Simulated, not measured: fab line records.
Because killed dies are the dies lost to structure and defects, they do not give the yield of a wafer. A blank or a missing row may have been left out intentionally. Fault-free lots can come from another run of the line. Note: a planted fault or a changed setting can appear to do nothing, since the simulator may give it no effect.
Struck lot and sound lot, side by side    flow nandHarc    14 steps out of a route of 1302
Sound: these wafers, L156.1, L156.3, L156.5. The struck wafers were L158.4, L158.5, L158.6. Last of all comes the cause.
Per side, at each step with rows, come the tool, then ch with its chambers, and then its first start. Under that, the readings that differ: sound wafers    struck wafers    difference of the means    sigmas: that difference in standard deviations of wafers without a fault.
alike: same words and numbers on both sides, and readings whose means sit less than 2 such deviations apart. not compared: any withheld reading, any reading some wafer has no value for, any bound like >300 that may hide the same value, and any number with overlapping values for which the record gives no deviation.
Wherever a step has rows on one side only, a row that says differs or no value, or a row with sigmas, the two part there. When numbers do not overlap yet have no deviation, they are printed without sigmas and do not part them. Lack of a reading on every wafer of one side parts them only where that side has two or more wafers.

NHARC_A_STAIRCASE_ETCH_253: etches the open film in C4F8/O2, target depth 50 nm, time 20.2 s.
  sound on rieDiel-02 ch 0,3, day 22 11:22; struck on rieDiel-10 ch 0,1,2, day 23 21:28
  alike: oesProductAu, rfVppV
  not compared: rfHoursCounterH
NHARC_A_STAIRCASE_STRIP_254: strips in O2.
  sound on plasmaAsher-01 ch 0,1, day 22 11:27; struck on plasmaAsher-02 ch 0,1, day 23 21:40
reading                   sound           struck          difference  sigmas
drypumpMotorCurrentA (A)  6.09 5.96 6.10  5.45 5.82 5.46  -0.47       -2
  alike: heaterPowerW
  not compared: rfHoursCounterH
then, 3 steps without rows for these wafers: NHARC_A_STAIRCASE_STRIP_255 (strips in SPM, time 900 s); NHARC_A_STAIRCASE_PRECLEAN_256 (cleans in SC1); NHARC_A_STAIRCASE_SRD_257.
NHARC_A_STAIRCASE_HM_DEP_456: deposits aC, target thk 3100 nm.
  sound on aclDep-03 ch 0, day 22 12:20; struck on aclDep-02 ch 0, day 24 07:07
  alike: susceptorTempC, throttleValvePct
NHARC_A_STAIRCASE_DEP_259: deposits SiON, target thk 30 nm.
  sound on pecvd-03 ch 0,1, day 22 14:13; struck on pecvd-04 ch 0,1,2, day 24 08:08
  alike: heaterPowerW, susceptorTempC
then, 5 steps without rows for these wafers: NHARC_A_STAIRCASE_DEHYDRATE_260 (time 120 s); NHARC_A_STAIRCASE_HMDS_261 (time 30 s); NHARC_A_STAIRCASE_COAT_262; NHARC_A_STAIRCASE_SOFTBAKE_263 (time 170 s); NHARC_A_STAIRCASE_EBR_264.
NHARC_A_STAIRCASE_EXPOSE_265: exposes mask CHOP 200.
  struck on krfScanner-02, day 24 08:40; sound on krfScanner-01 ch 0, day 22 14:49
  no value came back on the struck wafers for exposureDoseMJCm2, focusOffsetNm (nm); on the sound wafers exposureDoseMJCm2 reads 24.999 25.006 24.993
  alike: mask
then, 1 step without rows for these wafers: NHARC_A_STAIRCASE_PEB_266 (peb time 130 s).

WHERE THEY PART
Last at NHARC_A_STAIRCASE_EXPOSE_265 as far as this record goes, first at NHARC_A_STAIRCASE_STRIP_254.

WHY: whatever the simulator had introduced
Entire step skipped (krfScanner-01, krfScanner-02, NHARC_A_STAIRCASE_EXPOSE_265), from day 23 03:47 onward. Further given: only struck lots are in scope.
